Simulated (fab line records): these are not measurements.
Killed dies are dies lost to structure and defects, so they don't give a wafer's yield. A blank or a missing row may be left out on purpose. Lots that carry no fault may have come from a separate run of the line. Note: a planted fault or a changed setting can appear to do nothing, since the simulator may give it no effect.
Split-lot trial :: flow n5 finfet :: 7 lots, 39 wafers read, on a route of 1938 steps

ON THE SPLIT
At N5_BEOL_M7_DESCUM_33 (chemistry O2, time 7 s), the setting time s was moved away from the recipe's 7 s on 12 of the 39 wafers read, by -16.9% to +47.1%. All remaining wafers had this setting at the recipe value.

The split's own step is where the reading is taken.

THE READING
CAR-EUV_of_BEOL_M7_COAT_22.thk nm (the simulator's own value, which no gauge read), in nm, at N5_BEOL_M7_DESCUM_33 (chemistry O2, time 7 s). There is no usual value for it anywhere in the file. The 27 wafers here that ran the recipe average 26.1 nm, standard deviation 0.098 nm.

wafer: L077.1
tool, chamber at the split: rie diel-06, 1,3
time s as run, s: 7
against the recipe: recipe
CAR-EUV_of_BEOL_M7_COAT_22.thk nm, nm: 26
against lot-mates on the recipe: -

wafer: L077.4
tool, chamber at the split: rie diel-06, 1,3
time s as run, s: 7
against the recipe: recipe
CAR-EUV_of_BEOL_M7_COAT_22.thk nm, nm: 26
against lot-mates on the recipe: -

wafer: L077.2
tool, chamber at the split: rie diel-06, 3,1
time s as run, s: 9.266
against the recipe: +32.4%
CAR-EUV_of_BEOL_M7_COAT_22.thk nm, nm: 24.8
against lot-mates on the recipe: -1.3

wafer: L077.6
tool, chamber at the split: rie diel-06, 3,1
time s as run, s: 9.266
against the recipe: +32.4%
CAR-EUV_of_BEOL_M7_COAT_22.thk nm, nm: 24.8
against lot-mates on the recipe: -1.3

wafer: L077.3
tool, chamber at the split: rie diel-06, 2
time s as run, s: 7
against the recipe: recipe
CAR-EUV_of_BEOL_M7_COAT_22.thk nm, nm: 26.2
against lot-mates on the recipe: -

wafer: L077.5
tool, chamber at the split: rie diel-06, 2
time s as run, s: 9.266
against the recipe: +32.4%
CAR-EUV_of_BEOL_M7_COAT_22.thk nm, nm: 25
against lot-mates on the recipe: -1.1

wafer: L079.1
tool, chamber at the split: rie diel-06, 0,1,3,0
time s as run, s: 7
against the recipe: recipe
CAR-EUV_of_BEOL_M7_COAT_22.thk nm, nm: 26.2
against lot-mates on the recipe: -

wafer: L079.3
tool, chamber at the split: rie diel-06, 0,1,3,0
time s as run, s: 7
against the recipe: recipe
CAR-EUV_of_BEOL_M7_COAT_22.thk nm, nm: 26.2
against lot-mates on the recipe: -

wafer: L079.4
tool, chamber at the split: rie diel-06, 0,1,3,0
time s as run, s: 7
against the recipe: recipe
CAR-EUV_of_BEOL_M7_COAT_22.thk nm, nm: 26.2
against lot-mates on the recipe: -

wafer: L079.5
tool, chamber at the split: rie diel-06, 0,1,3,0
time s as run, s: 7
against the recipe: recipe
CAR-EUV_of_BEOL_M7_COAT_22.thk nm, nm: 26.2
against lot-mates on the recipe: -

wafer: L079.2
tool, chamber at the split: rie diel-06, 3,1
time s as run, s: 7
against the recipe: recipe
CAR-EUV_of_BEOL_M7_COAT_22.thk nm, nm: 26
against lot-mates on the recipe: -

wafer: L079.6
tool, chamber at the split: rie diel-06, 3,1
time s as run, s: 7
against the recipe: recipe
CAR-EUV_of_BEOL_M7_COAT_22.thk nm, nm: 26
against lot-mates on the recipe: -

wafer: L081.1
tool, chamber at the split: rie diel-02, 2,1
time s as run, s: 10.3
against the recipe: +47.1%
CAR-EUV_of_BEOL_M7_COAT_22.thk nm, nm: 24.6
against lot-mates on the recipe: -1.5

wafer: L081.4
tool, chamber at the split: rie diel-02, 2,1
time s as run, s: 10.3
against the recipe: +47.1%
CAR-EUV_of_BEOL_M7_COAT_22.thk nm, nm: 24.6
against lot-mates on the recipe: -1.5

wafer: L081.2
tool, chamber at the split: rie diel-02, 0
time s as run, s: 7
against the recipe: recipe
CAR-EUV_of_BEOL_M7_COAT_22.thk nm, nm: 26
against lot-mates on the recipe: -

wafer: L081.3
tool, chamber at the split: rie diel-02, 3
time s as run, s: 7
against the recipe: recipe
CAR-EUV_of_BEOL_M7_COAT_22.thk nm, nm: 26.2
against lot-mates on the recipe: -

wafer: L081.6
tool, chamber at the split: rie diel-02, 3
time s as run, s: 7
against the recipe: recipe
CAR-EUV_of_BEOL_M7_COAT_22.thk nm, nm: 26.2
against lot-mates on the recipe: -

wafer: L081.5
tool, chamber at the split: rie diel-02, 2
time s as run, s: 10.3
against the recipe: +47.1%
CAR-EUV_of_BEOL_M7_COAT_22.thk nm, nm: 24.4
against lot-mates on the recipe: -1.7

wafer: L083.1
tool, chamber at the split: rie diel-05, 1
time s as run, s: 7
against the recipe: recipe
CAR-EUV_of_BEOL_M7_COAT_22.thk nm, nm: 26
against lot-mates on the recipe: -

wafer: L083.2
tool, chamber at the split: rie diel-05, 2,3
time s as run, s: 7
against the recipe: recipe
CAR-EUV_of_BEOL_M7_COAT_22.thk nm, nm: 26.2
against lot-mates on the recipe: -

wafer: L083.3
tool, chamber at the split: rie diel-05, 2,3
time s as run, s: 7
against the recipe: recipe
CAR-EUV_of_BEOL_M7_COAT_22.thk nm, nm: 26.2
against lot-mates on the recipe: -

wafer: L083.4
tool, chamber at the split: rie diel-05, 0
time s as run, s: 5.82
against the recipe: -16.9%
CAR-EUV_of_BEOL_M7_COAT_22.thk nm, nm: 26.8
against lot-mates on the recipe: +0.7

wafer: L083.5
tool, chamber at the split: rie diel-05, 0
time s as run, s: 5.82
against the recipe: -16.9%
CAR-EUV_of_BEOL_M7_COAT_22.thk nm, nm: 26.8
against lot-mates on the recipe: +0.7

wafer: L083.6
tool, chamber at the split: rie diel-05, 3
time s as run, s: 5.82
against the recipe: -16.9%
CAR-EUV_of_BEOL_M7_COAT_22.thk nm, nm: 26.6
against lot-mates on the recipe: +0.5

wafer: L085.1
tool, chamber at the split: rie diel-06, 2,1,1,2
time s as run, s: 7
against the recipe: recipe
CAR-EUV_of_BEOL_M7_COAT_22.thk nm, nm: 26
against lot-mates on the recipe: -

wafer: L085.3
tool, chamber at the split: rie diel-06, 2,1,1,2
time s as run, s: 7
against the recipe: recipe
CAR-EUV_of_BEOL_M7_COAT_22.thk nm, nm: 26
against lot-mates on the recipe: -

wafer: L085.5
tool, chamber at the split: rie diel-06, 2,1,1,2
time s as run, s: 7
against the recipe: recipe
CAR-EUV_of_BEOL_M7_COAT_22.thk nm, nm: 26
against lot-mates on the recipe: -

wafer: L085.6
tool, chamber at the split: rie diel-06, 2,1,1,2
time s as run, s: 7
against the recipe: recipe
CAR-EUV_of_BEOL_M7_COAT_22.thk nm, nm: 26
against lot-mates on the recipe: -

wafer: L085.2
tool, chamber at the split: rie diel-06, 3,0
time s as run, s: 7
against the recipe: recipe
CAR-EUV_of_BEOL_M7_COAT_22.thk nm, nm: 26.2
against lot-mates on the recipe: -

wafer: L085.4
tool, chamber at the split: rie diel-06, 3,0
time s as run, s: 7
against the recipe: recipe
CAR-EUV_of_BEOL_M7_COAT_22.thk nm, nm: 26.2
against lot-mates on the recipe: -

wafer: L088.1
tool, chamber at the split: rie diel-06, 0,3,2
time s as run, s: 8.329
against the recipe: +19.0%
CAR-EUV_of_BEOL_M7_COAT_22.thk nm, nm: 25.4
against lot-mates on the recipe: -0.6

wafer: L088.3
tool, chamber at the split: rie diel-06, 0,3,2
time s as run, s: 8.329
against the recipe: +19.0%
CAR-EUV_of_BEOL_M7_COAT_22.thk nm, nm: 25.4
against lot-mates on the recipe: -0.6

wafer: L088.5
tool, chamber at the split: rie diel-06, 0,3,2
time s as run, s: 8.329
against the recipe: +19.0%
CAR-EUV_of_BEOL_M7_COAT_22.thk nm, nm: 25.4
against lot-mates on the recipe: -0.6

wafer: L088.2
tool, chamber at the split: rie diel-06, 2,1,3
time s as run, s: 7
against the recipe: recipe
CAR-EUV_of_BEOL_M7_COAT_22.thk nm, nm: 26
against lot-mates on the recipe: -

wafer: L088.4
tool, chamber at the split: rie diel-06, 2,1,3
time s as run, s: 7
against the recipe: recipe
CAR-EUV_of_BEOL_M7_COAT_22.thk nm, nm: 26
against lot-mates on the recipe: -

wafer: L088.6
tool, chamber at the split: rie diel-06, 2,1,3
time s as run, s: 7
against the recipe: recipe
CAR-EUV_of_BEOL_M7_COAT_22.thk nm, nm: 26
against lot-mates on the recipe: -

wafer: L091.3
tool, chamber at the split: rie diel-02, 0,2,1
time s as run, s: 7
against the recipe: recipe
CAR-EUV_of_BEOL_M7_COAT_22.thk nm, nm: 26
against lot-mates on the recipe: -

wafer: L091.4
tool, chamber at the split: rie diel-02, 0,2,1
time s as run, s: 7
against the recipe: recipe
CAR-EUV_of_BEOL_M7_COAT_22.thk nm, nm: 26
against lot-mates on the recipe: -

wafer: L091.5
tool, chamber at the split: rie diel-02, 0,2,1
time s as run, s: 7
against the recipe: recipe
CAR-EUV_of_BEOL_M7_COAT_22.thk nm, nm: 26
against lot-mates on the recipe: -
The file does not say which wafer passed through which chamber wherever a row lists several chambers: such a row stands for several wafers.

THE FIT
A straight line over all 39 wafers: CAR-EUV_of_BEOL_M7_COAT_22.thk nm changes by -0.0349 nm for each +1% of time s; r = -0.98; the points scatter about the line by 0.1 nm.
The same after taking each lot's own level away (the mean of its wafers on the recipe; 39 wafers): -0.0347 nm for each +1%; r = -0.99; scatter 0.09 nm.
On that fit, the largest move of time s shifts the reading by 1.6 nm.
From 26.00 to 26.13 nm: that is the span of the lots' own levels, equal to 1.4 times the standard deviation above.
The two slopes are in agreement: the lot-to-lot level therefore moves the slope only a little.
Check: -1.66 nm against its lot-mates is what the line predicts for one of the wafers moved furthest among these (+47.1%) when that wafer is left out of the fit. It came out at -1.53 nm against them.

THESE WAFERS: OTHER SPLITS
Other splits were also applied to these wafers ahead of the reading. Each is held against what the fit with the lots' levels taken away leaves over:
other split on the same wafers: N5_BEOL_M7_ILD_DEP_00 time s
wafers away from the commonest value: 15
r with CAR-EUV_of_BEOL_M7_COAT_22.thk nm (lot level and that fit taken away): +0.01

THE FILE'S OWN FIT
CAR-EUV_of_BEOL_M7_COAT_22.thk nm changes by -0.0347 nm for each +1% of time s, r = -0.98.
